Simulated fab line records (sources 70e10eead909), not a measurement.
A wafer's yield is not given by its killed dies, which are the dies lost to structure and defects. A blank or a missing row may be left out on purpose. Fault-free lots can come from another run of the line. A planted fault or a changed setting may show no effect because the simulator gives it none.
fab line records    flow nandHarc
[record] lots = 5  wafers = 15  lastDay = 32
route steps=1302 shown A_CONTACT@1091 A_BLC@1107 END@1302
lots untouched by any fault: they come from a run of this same line in which no faults occurred
startH: start of the lot's first displayed wafer, in hours after the record's first day    waitH: time in hours since the lot's previous step    " unchanged from the row above    L1.1+2: a single row standing in for several wafers    - no value, or no start was given    * or withheld: withheld    < > ~ a bound
route shown NAME@n: names a module that has steps shown in the file, with the first one's number in the route    usual: mean/standard deviation of fault-free wafers    same: alike in all rows    chamber/n: place in a boat    sites: each site's reading    _std_site: standard deviation across them    _edge_site: mean of outer sites minus mean of inner sites    radiusMm: how far each site lies from the wafer's centre    mask NAME#n: copy n    behind: tool/chamber where the wafer was last shaped    hold: why the lot went on hold/how many hours it stayed there/how the hold came to an end    device: names the non-switching transistor (n, p or np)    end of line: the route-end tests of the same wafers    a step without rows: its recipe alone    killed: dies lost to structure and defects at the first sort, not the wafer's yield    map: a wafer's dies, marking killed ones x, the rest . and places with no die _
set.NAME: the run value of the setting; set.NAME@STEP: its run value at that earlier step    model.NAME: the simulator's own value behind a step, which no gauge read
lots seen at some steps along the route; tables by step, rows by wafer
services: when a tool's chamber went out of use (startH, in hours from the record's first day, below 0 if earlier), for how many hours, and the reason
[[steps]]
[step NHARC_A_CONTACT_ETCH_139]
[recipe] sourceW = withheld  pressureMtorr = 20  biasV = 400  timeS = 195  targetDepthA = 8400  arFlowSccm = withheld  c4f8FlowSccm = 11.5  o2FlowSccm = 7.2  chemistry = C4F8/O2/Ar
lot.wafer  tool           chamber  startH  waitH  rfHoursCounterH
L823.1     harCapEtch-03  0        524.66  0.2    49
L823.4     "              1        "       "      -
L823.5     "              0        "       "      -
L837.1     harCapEtch-03  0        665.40  0.2    74
L837.4     "              1        "       "      -
L837.5     "              1        "       "      -
L839.3     harCapEtch-01  1        670.73  0.2    -
L839.4     "              0        "       "      -
L839.6     "              1        "       "      -
L843.4     harCapEtch-01  1        705.30  0.2    -
L843.5     "              1        "       "      -
L843.6     "              0        "       "      -
L842.3     harCapEtch-02  0        706.66  0.2    -
L842.5     "              0        "       "      -
L842.6     "              1        "       "      -
[step NHARC_A_CONTACT_ETCH_92]
[recipe] targetDepthA = 400  overEtchFrac = 0.5  timeS = 85.7  ionEnergyEv = 120  ch3fFlowSccm = 50  o2FlowSccm = 30  arFlowSccm = 200  rfW = 500  biasW = 100  chemistry = CH3F/O2
[step NHARC_A_CONTACT_ETCH_98]
[recipe] targetDepthA = 200  overEtchFrac = 0.5  timeS = 10  ionEnergyEv = 250  c4f6FlowSccm = 25  o2FlowSccm = 20  arFlowSccm = 500  rfW = 600  biasW = 500  chemistry = C4F6/O2
[usual] biasW = 500.1/1.6  drypumpMotorCurrentA = 5.7/0.51  oesProductAu = 0.963/0.028  rfVppV = 547/4.3  showerheadPlenumPTorr = 3.95/0.2  throttleValvePct = 26.904/0.0091
lot.wafer  tool        chamber  startH  waitH  biasW  drypumpMotorCurrentA  oesProductAu  rfHoursCounterH  rfVppV  showerheadPlenumPTorr  throttleValvePct
L823.1     rieDiel-08  3        525.39  0.1    502.4  5.9                   0.997         50               543     3.70                   26.912
L823.5     "           0        "       "      498.6  4.8                   0.996         -                552     4.16                   26.909
L823.4     "           3        "       "      501.6  5.9                   1.001         -                543     3.70                   26.894
L837.4     rieDiel-04  1        -       -      501.4  5.6                   0.942         23               551     4.12                   26.910
L837.1     "           2        "       "      499.2  5.6                   0.943         21               544     3.82                   26.899
L837.5     "           1        "       "      499.2  5.6                   0.949         -                550     4.12                   26.906
L839.3     rieDiel-04  0        -       -      500.9  4.9                   1.006         26               551     4.11                   26.896
L839.4     "           1        "       "      497.9  5.6                   0.989         24               552     4.12                   26.908
L839.6     "           2        "       "      502.3  5.7                   0.992         -                545     3.82                   26.907
L843.4     rieDiel-04  1        -       -      500.0  5.6                   1.007         30               549     4.12                   26.902
L843.5     "           1        "       "      499.0  5.7                   1.008         -                549     4.12                   26.920
L843.6     "           2        "       "      500.0  5.6                   0.999         -                546     3.81                   26.892
L842.3     rieDiel-04  1        -       -      501.8  5.7                   0.923         30               551     4.12                   26.910
L842.6     "           2        "       "      497.6  5.7                   0.940         -                543     3.81                   26.891
L842.5     "           3        "       "      500.6  6.3                   0.942         -                541     3.64                   26.922
[step NHARC_A_CONTACT_CD_MEAS_15]
[usual] cdNm = 190.1/0.47
lot.wafer  tool      chamber  startH  waitH  cdNm
L823.1     cdSem-03  -        525.47  -      189.6
L823.4     "         -        "       "      189.6
L823.5     "         -        "       "      189.9
L837.1     cdSem-02  -        666.13  -      189.8
L837.4     "         -        "       "      189.9
L837.5     "         -        "       "      189.6
L839.3     cdSem-03  -        671.53  -      190.2
L839.4     "         -        "       "      190.0
L839.6     "         -        "       "      190.3
L843.4     cdSem-01  -        706.00  -      189.9
L843.5     "         -        "       "      190.1
L843.6     "         -        "       "      189.7
L842.3     cdSem-02  -        707.35  -      191.2
L842.5     "         -        "       "      190.8
L842.6     "         -        "       "      190.4
[step NHARC_A_CONTACT_STRIP_107]
[recipe] n2FlowSccm = 150  h2FlowSccm = 150  arFlowSccm = 0  biasW = 0  chemistry = N2/H2
[step NHARC_A_CONTACT_STRIP_108]
[recipe] cf4FlowSccm = 100  chf3FlowSccm = 30  arFlowSccm = 0  biasW = 0  chemistry = CF4/CHF3
[step NHARC_A_CONTACT_STRIP_109]
[recipe] o2FlowSccm = 400  cosFlowSccm = 20  arFlowSccm = 0  biasW = 0  chemistry = O2/COS
[step NHARC_A_CONTACT_ETCH_110]
[recipe] targetDepthA = 600  overetchA = 60  timeS = 33  ionEnergyEv = 100  cf4FlowSccm = 80  o2FlowSccm = 20  arFlowSccm = 0  rfW = 300  biasW = 100  chemistry = CF4/O2
[usual] biasW = 100.0/0.3  drypumpMotorCurrentA = 5.6/0.48  oesProductAu = 0.997/0.0074  rfVppV = 197.8/1.7  showerheadPlenumPTorr = 1.34/0.074  throttleValvePct = 13.398/0.0086
lot.wafer  tool        chamber  startH  waitH  biasW  drypumpMotorCurrentA  oesProductAu  rfHoursCounterH  rfVppV  showerheadPlenumPTorr  throttleValvePct
L823.1     rieDiel-11  2        525.90  0.1    99.8   6.4                   1.005         28               200.4   1.44                   13.409
L823.4     "           0        "       "      100.2  5.5                   1.004         24               198.0   1.31                   13.397
L823.5     "           1        "       "      100.0  5.4                   1.017         -                196.8   1.37                   13.402
L837.4     rieDiel-11  0        666.43  0.1    99.8   5.5                   0.999         16               197.6   1.30                   13.389
L837.1     "           1        "       "      100.2  5.4                   0.997         16               197.4   1.36                   13.395
L837.5     "           0        "       "      100.3  5.5                   1.006         -                195.2   1.30                   13.389
L839.3     rieDiel-04  0        671.83  0.1    100.4  4.9                   0.999         26               198.1   1.40                   13.412
L839.4     "           1        "       "      99.8   5.6                   0.996         24               199.2   1.41                   13.405
L839.6     "           2        "       "      100.4  5.7                   1.001         -                197.1   1.30                   13.408
L843.4     rieDiel-04  3        706.28  0.1    100.1  6.3                   1.004         28               196.0   1.23                   13.391
L843.5     "           3        "       "      100.0  6.3                   0.993         -                195.2   1.23                   13.397
L843.6     "           0        "       "      99.7   4.9                   0.987         -                199.7   1.40                   13.406
L842.3     rieDiel-08  2        707.65  0.1    100.0  6.3                   1.007         45               196.6   1.31                   13.415
L842.5     "           3        "       "      99.9   5.9                   1.013         -                196.2   1.24                   13.394
L842.6     "           0        "       "      99.9   4.9                   1.004         -                198.9   1.41                   13.389
[step NHARC_A_CONTACT_STRIP_26]
[recipe] o2FlowSccm = 500  arFlowSccm = 0  biasW = 0  chemistry = O2
[usual] drypumpMotorCurrentA = 5.6/0.51  oesProductAu = 0.998/0.0082  rfVppV = 57.8/0.89  showerheadPlenumPTorr = 3.55/0.19  throttleValvePct = 17.036/0.0091
[same] biasW = 0
lot.wafer  tool        chamber  startH  waitH  drypumpMotorCurrentA  oesProductAu  rfHoursCounterH  rfVppV  showerheadPlenumPTorr  throttleValvePct
L823.1     rieDiel-11  2        -       -      6.4                   1.001         28               57.4    3.79                   17.019
L823.4     "           3        "       "      5.4                   1.000         27               56.8    3.32                   17.038
L823.5     "           2        "       "      6.4                   1.014         -                58.5    3.79                   17.026
L837.1     rieDiel-11  2        -       -      6.4                   1.002         19               57.8    3.76                   17.034
L837.4     "           0        "       "      5.6                   0.998         16               58.3    3.43                   17.044
L837.5     "           2        "       "      6.4                   1.003         -                60.0    3.76                   17.041
L839.3     rieDiel-04  0        -       -      4.9                   0.997         26               57.6    3.70                   17.027
L839.4     "           1        "       "      5.6                   0.992         24               58.7    3.71                   17.024
L839.6     "           0        "       "      4.9                   0.994         -                57.8    3.70                   17.019
L843.4     rieDiel-04  3        -       -      6.3                   0.997         28               57.2    3.27                   17.038
L843.6     "           1        "       "      5.6                   0.995         -                57.2    3.71                   17.034
L843.5     "           2        "       "      5.7                   0.993         -                58.6    3.43                   17.030
L842.3     rieDiel-08  3        -       -      5.9                   1.003         46               57.1    3.29                   17.036
L842.5     "           0        "       "      4.8                   0.980         -                58.5    3.71                   17.033
L842.6     "           1        "       "      5.8                   0.983         -                58.6    3.78                   17.039
[step NHARC_A_CONTACT_STRIP_27]
[recipe] timeS = 600  tempC = 30  chemistry = postEtchResidueRemover
[step NHARC_A_CONTACT_ALD_18]
[recipe] targetThkA = 30  pulseTimeS = 1  aldCycles = 150  tempC = 450  material = TiN
[usual] heaterPowerW = 1074/120  precursorPulseHeightRel = 0.997/0.021
lot.wafer  tool         chamber  startH  waitH  heaterPowerW  precursorPulseHeightRel
L823.1     aldMetal-04  2        526.60  -      1219          1.027
L823.5     "            0        "       "      1074          1.003
L823.4     "            2        "       "      1232          0.988
L837.4     aldMetal-01  1        667.09  -      1046          0.998
L837.1     "            3        "       "      1081          1.017
L837.5     "            1        "       "      1055          0.989
L839.4     aldMetal-01  3        672.50  -      1099          1.017
L839.3     "            0        "       "      1190          0.974
L839.6     "            0        "       "      1166          1.034
L843.4     aldMetal-03  0        706.99  -      1154          0.977
L843.5     "            1        "       "      1002          0.974
L843.6     "            2        "       "      1204          0.993
L842.3     aldMetal-03  2        708.34  -      1232          1.012
L842.6     "            3        "       "      834           0.975
L842.5     "            0        "       "      1138          1.028
[step NHARC_A_CONTACT_CVD_19]
[recipe] targetThkA = 3000  tempC = 300  pressureTorr = 40  wf6FlowSccm = 40  h2FlowSccm = 1600  arFlowSccm = 1560  timeS = 802  material = W
[step NHARC_A_CONTACT_CMP_20]
[recipe] tOverpolishS = 30  targetThkNm = 300
[usual] motorCurrentA = 12.3/0.77  overpolishRunS = 29.999/0.0083  slurryFlowMlMin = 150.0/0.43  timeToEndpointS = 60.0/2.7
lot.wafer  tool    chamber  startH  waitH  motorCurrentA  overpolishRunS  slurryFlowMlMin  timeToEndpointS
L823.4     cmp-04  1        527.67  0.5    12.6           29.989          150.4            61.2
L823.1     "       2        "       "      12.6           30.003          149.4            59.1
L823.5     "       2        "       "      12.9           29.985          149.7            61.5
L837.4     cmp-04  3        668.19  0.5    12.1           29.993          149.8            60.0
L837.1     "       1        "       "      13.1           30.010          149.8            59.5
L837.5     "       2        "       "      11.6           29.991          149.4            59.5
L839.3     cmp-03  3        673.62  0.5    11.6           29.987          149.4            53.1
L839.4     "       0        "       "      13.5           30.002          150.3            58.6
L839.6     "       3        "       "      11.5           30.009          150.1            55.9
L843.4     cmp-02  2        708.01  0.4    12.4           29.997          149.8            63.1
L843.6     "       2        "       "      11.8           30.019          150.2            61.4
L843.5     "       3        "       "      13.5           30.000          149.9            63.3
L842.3     cmp-02  2        709.49  0.5    11.6           29.985          149.9            61.8
L842.6     "       1        "       "      12.7           29.988          150.2            57.1
L842.5     "       2        "       "      11.2           30.017          150.0            62.6
[step NHARC_A_CONTACT_SRD_22]
[step NHARC_A_CONTACT_INSPECT_23]
[usual] rawDefectCount = 536/140
lot.wafer  tool              chamber  startH  waitH  rawDefectCount
L823.1     defectInspect-01  -        528.07  0.1    458
L823.4     "                 -        "       "      403
L823.5     "                 -        "       "      513
L837.1     defectInspect-01  -        668.57  0.1    623
L837.4     "                 -        "       "      373
L837.5     "                 -        "       "      544
L839.3     defectInspect-02  -        674.01  0.1    963
L839.4     "                 -        "       "      852
L839.6     "                 -        "       "      813
L843.4     defectInspect-01  -        708.42  0.1    556
L843.5     "                 -        "       "      684
L843.6     "                 -        "       "      404
L842.3     defectInspect-01  -        709.88  0.1    618
L842.5     "                 -        "       "      547
L842.6     "                 -        "       "      465
[step NHARC_A_BLC_DEHYDRATE_00]
[recipe] tempC = 150  timeS = 120
[step NHARC_A_BLC_HMDS_01]
[recipe] timeS = 30
[step NHARC_A_BLC_COAT_02]
[recipe] tempC = 260  timeS = 75
[step NHARC_A_BLC_COAT_03]
[recipe] tempC = 225  timeS = 65
[step NHARC_A_BLC_COAT_04]
[recipe] spinRpm = 1500  resistThkNm = 90
[step NHARC_A_BLC_SOFTBAKE_05]
[recipe] tempC = 105  timeS = 55
[step NHARC_A_BLC_EBR_06]
[step NHARC_A_BLC_EXPOSE_07]
[recipe] na = 1.35  targetCdNm = 100  doseMj = 67.97  maskId = A_BLC
[step NHARC_A_BLC_PEB_08]
[recipe] pebTempC = 100  pebTimeS = 65
[step NHARC_A_BLC_DEVELOP_09]
[recipe] developTimeS = 35  devTempC = 23
[step NHARC_A_BLC_CD_MEAS_10]
[recipe] targetCdNm = 100  landingEnergyEv = 500
[usual] cdNm = 100.1/0.54
lot.wafer  tool      chamber  startH  waitH  cdNm
L823.1     cdSem-03  0        528.59  -      101.1
L823.4     "         0        "       "      101.0
L823.5     "         0        "       "      100.6
L837.1     cdSem-02  0        669.08  -      100.2
L837.4     "         0        "       "      99.0
L837.5     "         0        "       "      100.7
L839.3     cdSem-01  0        674.53  -      99.9
L839.4     "         0        "       "      99.5
L839.6     "         0        "       "      99.6
L843.4     cdSem-03  0        708.93  -      99.9
L843.5     "         0        "       "      100.5
L843.6     "         0        "       "      100.1
L842.3     cdSem-01  0        710.26  -      100.3
L842.5     "         0        "       "      99.7
L842.6     "         0        "       "      100.2
[step NHARC_A_BLC_OVL_MEAS_11]
[usual] overlayXNm = 0.2/0.87  overlayYNm = -0.1/0.84
lot.wafer  tool        chamber  startH  waitH  overlayXNm  overlayYNm
L823.1     overlay-01  -        528.68  -      0.0         -0.7
L823.4     "           -        "       "      0.3         -1.0
L823.5     "           -        "       "      0.5         -1.2
L837.1     overlay-02  -        669.16  -      0.5         0.7
L837.4     "           -        "       "      0.3         1.2
L837.5     "           -        "       "      0.5         1.2
L839.3     overlay-02  -        674.61  -      0.7         0.2
L839.4     "           -        "       "      0.6         0.2
L839.6     "           -        "       "      1.0         0.5
L843.4     overlay-02  -        709.01  -      -0.4        0.6
L843.5     "           -        "       "      -0.1        0.1
L843.6     "           -        "       "      0.3         0.7
L842.3     overlay-01  -        710.35  -      -0.6        -1.0
L842.5     "           -        "       "      -0.6        -0.5
L842.6     "           -        "       "      -0.1        -0.9
[step NHARC_A_BLC_INSPECT_12]
[usual] rawDefectCount = 90/35
lot.wafer  tool              chamber  startH  waitH  rawDefectCount
L823.1     defectInspect-02  -        528.71  0.0    96
L823.4     "                 -        "       "      104
L823.5     "                 -        "       "      101
L837.1     defectInspect-02  -        669.20  0.0    107
L837.4     "                 -        "       "      118
L837.5     "                 -        "       "      118
L839.3     defectInspect-02  -        674.65  0.0    549
L839.4     "                 -        "       "      551
L839.6     "                 -        "       "      514
L843.4     defectInspect-02  -        709.05  0.0    66
L843.5     "                 -        "       "      75
L843.6     "                 -        "       "      66
L842.3     defectInspect-02  -        710.39  0.0    110
L842.5     "                 -        "       "      118
L842.6     "                 -        "       "      127
[step NHARC_A_BLC_DESCUM_15]
[recipe] timeS = 3  o2FlowSccm = 200  arFlowSccm = 0  biasPowerW = 0  chemistry = O2
[step NHARC_END_SORT_01]
[recipe] tempC = 25
[usual] killedAtArray = 55/17  killedAtOther = 1.1/1.4  killedAtPeriphery = 3.9/3  killedDies = 59/17  killedOpen = 3.5/2  killedShort = 2.6/1.6
[same] grossDies = 677
lot.wafer  tool       chamber  startH  waitH  killedAtArray  killedAtOther  killedAtPeriphery  killedDies  killedOpen  killedShort
L839.3     prober-02  0        720.82  3.1    342            1              7                  350         7           1
L839.4     prober-02  0        721.62  3.4    339            0              2                  341         4           1
L839.6     prober-02  0        723.21  4.0    333            0              0                  333         4           0
// killed by level:class
L839.3 A_CONTACT:unspecified=285 A_SLIT:chamberFilmFlake=29 A_CHANNEL_HOLE_D1:chamberFilmFlake=21 P_M0:geometricParticle:open=2 P_M1:geometricParticle:open=2 P_STI:chamberFilmFlake=2 A_CHANNEL_FILL_D2:chamberFilmFlake=2 P_M0:geometricParticle:short=1
L839.4 A_CONTACT:unspecified=295 A_SLIT:chamberFilmFlake=25 A_CHANNEL_HOLE_D1:chamberFilmFlake=13 P_CONTACT:geometricParticle:open=2 A_STAIRCASE:chamberFilmFlake=2 A_CHANNEL_HOLE_D2:geometricParticle:open=1 A_CHANNEL_HOLE_D2:geometricParticle:short=1 A_CHANNEL_FILL_D2:geometricParticle:open=1
L839.6 A_CONTACT:unspecified=279 A_SLIT:chamberFilmFlake=24 A_CHANNEL_HOLE_D1:chamberFilmFlake=20 A_CONTACT:chamberFilmFlake=4 A_SOURCE_PLATE:geometricParticle:open=1 A_ONON_D1:geometricParticle:open=1 A_BLC:geometricParticle:open=1 A_M0:geometricParticle:open=1
// map L839.3 (x killed, . not)
____________x____________
_________xxx.x.x_________
_______xxxxxxxx..._______
______..xxxxxxxx.xx______
_____..x.xxx.xx.xxx._____
____x.xxxxxxx..x.x...____
____x..xx..xx.xx....x____
___...x...x....x.x....___
___xx...xxxxx......xxx___
__...x.x.x.xxx...x.x..x__
__xx.x..xxx...x.xxxx.x.__
_xxxxx......x.x.xx..x..._
_xxx.x..xx.xx.xxxxxx..x._
_......x..x..xx.x..x.x.._
_xxxx.xx...xx...xxx.x.x._
_x.x....xx.xx.xx..x..x.x_
.xx..x.xxx....x...xxxx..x
xx...x.xx.x..xxxx..x.x.xx
.xx.x.x..xxx.x..x.x...x.x
x....x.xxxxx.x..xx.x.x.xx
x.x.xx.x..x.x...xxx..x.x.
_..xxx.xx.xx..xxxxxxx..x_
_..xx.x.....xxx.xxxx...._
_xxx..x...x.x.xxxxxxxx.x_
_xx...x.xxxxx.xxxxx.x.x._
_x......xx...xxx.xx...xx_
__x..x.xx...xx..x.xxxxx__
__xx.........x..xxxx.xx__
___....x..x.x..xxxxx.x___
___....xx..x..xx.xxxxx___
____.xx..x.....xx..xx____
____x.x..x..x..x.xxxx____
_____.xx..xxx.x....._____
______x.xx.x.xx.x.x______
_______x....xx...._______
_________.xxxx.x_________
____________x____________
// map L843.6 (x killed, . not)
____________x____________
_________xxx...._________
_______xxxxx....x._______
______xxxxxxxx..xx.______
_____x.xxxx..x....x._____
____x..x..xx.........____
____......x..........____
___..............x....___
___......x..x....x....___
__.....................__
__.....................__
_........xx............._
_......................._
_......................._
_......................._
_...........x..........._
...x..............x......
.........................
........x...............x
.........................
.........................
_......................._
_......................._
_.x....................._
_......................._
_......................._
__.....................__
__.....................__
___.......x.x.........___
___...x...............___
____.................____
____.................____
_____..............._____
______...........x.______
_______..........._______
_________......._________
____________.____________
[[services]]
tool           chamber  startH  hours  kind
cmp-04         -        503.15  4.0    pm
rieDiel-04     -        509.26  0.9    repair
aldMetal-01    -        526.00  10.0   pm
rieDiel-04     2        526.42  5.9    repair
cmp-02         -        526.55  4.0    pm
rieDiel-04     -        531.96  9.0    pm
rieDiel-08     -        547.64  9.0    pm
cmp-02         -        554.22  3.2    repair
cmp-04         -        555.30  0.7    repair
cmp-04         -        566.16  4.4    repair
rieDiel-04     2        566.36  3.8    repair
aldMetal-03    -        568.00  10.0   pm
rieDiel-04     -        569.09  5.3    repair
rieDiel-04     3        575.41  3.6    repair
cmp-04         -        585.14  1.2    repair
cmp-04         -        601.15  4.0    pm
rieDiel-04     -        601.30  0.3    repair
rieDiel-11     -        602.99  0.5    repair
aldMetal-03    1        606.27  26.0   repair
rieDiel-11     -        611.40  9.0    pm
harCapEtch-01  -        616.27  0.9    repair
rieDiel-04     1        637.52  5.0    repair
rieDiel-08     1        649.11  6.7    repair
rieDiel-04     -        708.96  9.0    pm
[[key]]
[firstSign] step = NHARC_A_CONTACT_INSPECT_23  reading = rawDefectCount  direction = up  sigmas = 2.4  usual = 536  struck = 876
[effect] step = NHARC_A_BLC_INSPECT_12  reading = rawDefectCount  direction = up  sigmas = 13  usual = 90  struck = 538
[effect] step = NHARC_END_SORT_01  reading = killedAtArray  direction = up  sigmas = 17  usual = 55  struck = 338
[moreKillsBornAt] NHARC_A_CONTACT_CMP_20@cmp-03 = 859
metAt NHARC_A_CONTACT_CMP_20
struckWafers L839.3,L839.4,L839.6
testerLeftOut L839
alsoFits NHARC_A_CONTACT_ALD_18:aldMetal-01
[fault] kind = chamberParticleSource  tool = cmp-03  chamber = -  onsetH = 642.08  steps = NHARC_A_CONTACT_CMP_20  ratePerVisitCm2 = 0.66398  endH = 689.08
// testerLeftOut: of these lots the tester's yield and bins aren't shown, on N5 and GAA mostly nor the transistor test; their killed dies are dies lost to structure and defects alone, not to doping, threshold or leakage, so they don't give the yield
